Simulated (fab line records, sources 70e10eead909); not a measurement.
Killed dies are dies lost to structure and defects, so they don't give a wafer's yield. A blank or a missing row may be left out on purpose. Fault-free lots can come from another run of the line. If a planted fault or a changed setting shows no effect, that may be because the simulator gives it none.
Chamber matching / flow nand harc / NHARC_A_CHANNEL_FILL_D1_ALD_25 on ald hk-03: 4 sister chambers
The step deposits SiOx, target thk 60 nm, pulse time 10 s, ald cycles 600. 18 wafers are shown with their chamber, then 9 later ones without.

== WAFERS, EACH WITH ITS CHAMBER ==
wafer=L074.1; chamber=1; heater power w (W)=411; precursor pulse height rel=0.997
wafer=L074.2; chamber=2; heater power w (W)=448; precursor pulse height rel=1.023
wafer=L074.5; chamber=2; heater power w (W)=445; precursor pulse height rel=1.016
wafer=L078.3; chamber=0; heater power w (W)=399; precursor pulse height rel=1.040
wafer=L078.1; chamber=2; heater power w (W)=454; precursor pulse height rel=0.984
wafer=L078.5; chamber=1; heater power w (W)=400; precursor pulse height rel=0.966
wafer=L083.2; chamber=3; heater power w (W)=425; precursor pulse height rel=1.020
wafer=L083.3; chamber=0; heater power w (W)=390; precursor pulse height rel=1.008
wafer=L083.1; chamber=2; heater power w (W)=464; precursor pulse height rel=0.981
wafer=L088.3; chamber=0; heater power w (W)=399; precursor pulse height rel=1.008
wafer=L088.2; chamber=1; heater power w (W)=400; precursor pulse height rel=1.001
wafer=L088.1; chamber=2; heater power w (W)=449; precursor pulse height rel=0.993
wafer=L088.4; chamber=3; heater power w (W)=421; precursor pulse height rel=0.976
wafer=L088.5; chamber=0; heater power w (W)=394; precursor pulse height rel=0.997
wafer=L088.6; chamber=1; heater power w (W)=415; precursor pulse height rel=0.996
wafer=L089.1; chamber=2; heater power w (W)=444; precursor pulse height rel=0.967
wafer=L089.3; chamber=3; heater power w (W)=408; precursor pulse height rel=1.000
wafer=L089.6; chamber=0; heater power w (W)=385; precursor pulse height rel=0.979

SIGNATURES (means of the wafers above)
reading=heater power w; chamber 0=393.40; chamber 1=406.50; chamber 2=450.67; chamber 3=418.00; scatter within a chamber=7.35
reading=precursor pulse height rel; chamber 0=1.00640; chamber 1=0.99000; chamber 2=0.99400; chamber 3=0.99867; scatter within a chamber=0.0208
Rule: for each reading, subtract the chamber's mean from the wafer's reading, divide by that reading's scatter and square the result; add these up over the readings and take the root, which gives the wafer's distance from the chamber. If the next closest chamber is less than 2 further off than the closest, the wafer can't be placed; otherwise it belongs to the closest. The scatter is the square root of a quotient: the sum, over the shown wafers, of each reading's squared deviation from its chamber's mean, divided by wafers minus chambers.

== WAFERS WITHOUT THEIR CHAMBER ==
wafer=L092.2; heater power w (W)=457; precursor pulse height rel=1.036
wafer=L092.6; heater power w (W)=410; precursor pulse height rel=0.992
wafer=L092.5; heater power w (W)=396; precursor pulse height rel=1.002
wafer=L094.4; heater power w (W)=429; precursor pulse height rel=1.009
wafer=L094.1; heater power w (W)=385; precursor pulse height rel=0.995
wafer=L094.2; heater power w (W)=388; precursor pulse height rel=0.999
wafer=L094.3; heater power w (W)=464; precursor pulse height rel=0.994
wafer=L094.6; heater power w (W)=432; precursor pulse height rel=1.008
wafer=L094.5; heater power w (W)=387; precursor pulse height rel=1.005

== EACH ONE'S CHAMBER ==
wafer=L092.2; from the rows above=2; in truth=2
wafer=L092.6; from the rows above=can't be placed: 1 or 3 or 0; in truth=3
wafer=L092.5; from the rows above=can't be placed: 0 or 1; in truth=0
wafer=L094.4; from the rows above=can't be placed: 3 or 2 or 1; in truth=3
wafer=L094.1; from the rows above=can't be placed: 0 or 1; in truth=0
wafer=L094.2; from the rows above=can't be placed: 0 or 1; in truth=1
wafer=L094.3; from the rows above=2; in truth=2
wafer=L094.6; from the rows above=can't be placed: 3 or 2 or 1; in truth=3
wafer=L094.5; from the rows above=can't be placed: 0 or 1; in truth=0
2 of 9 placed correctly. Can't be placed from these rows: 7 (the true chamber is among the candidates in 7). 0 placed wrongly.
